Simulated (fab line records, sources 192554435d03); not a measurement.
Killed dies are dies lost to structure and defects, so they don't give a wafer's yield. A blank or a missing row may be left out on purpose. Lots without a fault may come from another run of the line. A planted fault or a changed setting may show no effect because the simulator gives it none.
Chamber matching | flow n5_finfet | N5_STI_FIN_REVEAL_ETCHBACK_08 on rie_diel-01: 4 sister chambers
The step etches SiO2 in C4F6/O2, target depth 30.5 nm, time 10.167 s. 4 wafers are shown with their chamber, then 9 later ones without.

WAFERS WITH THEIR CHAMBER
wafer  | chamber | showerhead_plenum_p_Torr (Torr)
L078.6 | 3       | 2.93
L084.3 | 0       | 2.71
L084.5 | 1       | 2.76
L084.6 | 2       | 2.64

WAFERS WITHOUT THEIR CHAMBER
wafer  | showerhead_plenum_p_Torr (Torr)
L086.4 | 2.76
L086.5 | 2.92
L086.6 | 2.64
L088.1 | 2.76
L088.2 | 2.70
L088.4 | 2.92
L091.1 | 2.70
L091.2 | 2.75
L091.3 | 2.63

WHICH CHAMBER EACH WENT THROUGH
wafer  | from the rows above | in truth
L086.4 | 1                   | 1
L086.5 | 3                   | 3
L086.6 | 2                   | 2
L088.1 | 1                   | 1
L088.2 | 0                   | 0
L088.4 | 3                   | 3
L091.1 | 0                   | 0
L091.2 | 1                   | 1
L091.3 | 2                   | 2
Placed correctly: 9 of 9. Can't be placed from these rows: 0. Placed wrongly: 0.
How it was worked out, from the rows above alone: a wafer's distance from a chamber is the root of the sum, over the readings, of the square of ((its reading less the chamber's mean) divided by the reading's scatter). The wafer belongs to the nearest chamber; if the next one is less than 2 further off, it can't be placed. A chamber's mean is the mean of its shown wafers. The scatter: with one shown wafer a chamber, the root of the mean of the squares of how far each hidden wafer lies from its nearest shown one.
